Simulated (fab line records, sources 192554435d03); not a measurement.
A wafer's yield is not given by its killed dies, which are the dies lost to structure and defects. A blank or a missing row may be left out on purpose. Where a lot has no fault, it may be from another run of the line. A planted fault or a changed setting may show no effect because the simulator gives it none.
Matching of chambers    flow n5Finfet    rieDiel-01 running N5_BEOL_M14_VIA_ETCH_16: 4 sister chambers
The step etches SiO2 in C4F8/O2/Ar, target depth 1231.3 nm. 8 wafers are shown with their chamber, then 7 later ones without.

## EACH WAFER AND ITS CHAMBER
wafer   chamber  showerheadPlenumPTorr (Torr)  rfVppV (V)
L077.2  1        3.39                          2218
L077.5  1        3.39                          2218
L080.6  0        3.66                          2229
L086.1  3        3.32                          2226
L086.3  2        3.34                          2200
L086.4  0        3.65                          2229
L087.3  3        3.32                          2222
L087.4  2        3.34                          2201

## WAFERS WITH NO CHAMBER GIVEN
wafer   showerheadPlenumPTorr (Torr)  rfVppV (V)
L087.6  3.65                          2228
L089.4  3.37                          2218
L089.5  3.32                          2224
L089.6  3.34                          2201
L097.1  3.31                          2223
L097.3  3.33                          2200
L097.5  3.64                          2227

## CHAMBER TAKEN BY EACH
wafer   from the rows above  in truth
L087.6  0                    0
L089.4  1                    1
L089.5  3                    3
L089.6  2                    2
L097.1  3                    3
L097.3  2                    2
L097.5  0                    0
Placed correctly: 7 of 7. From these rows, 0 cannot be placed. 0 placed wrongly.
How it was worked out, from the rows above alone: a wafer's distance from a chamber is the root of the sum, over the readings, of the square of ((its reading less the chamber's mean) divided by the reading's scatter). If the next closest chamber is less than 2 further off than the closest, the wafer can't be placed; otherwise it belongs to the closest. Each chamber's mean is taken over the wafers shown for it. The scatter: take each reading less its chamber's mean, square it, sum over the shown wafers, divide by the number of wafers less the number of chambers, and take the root.
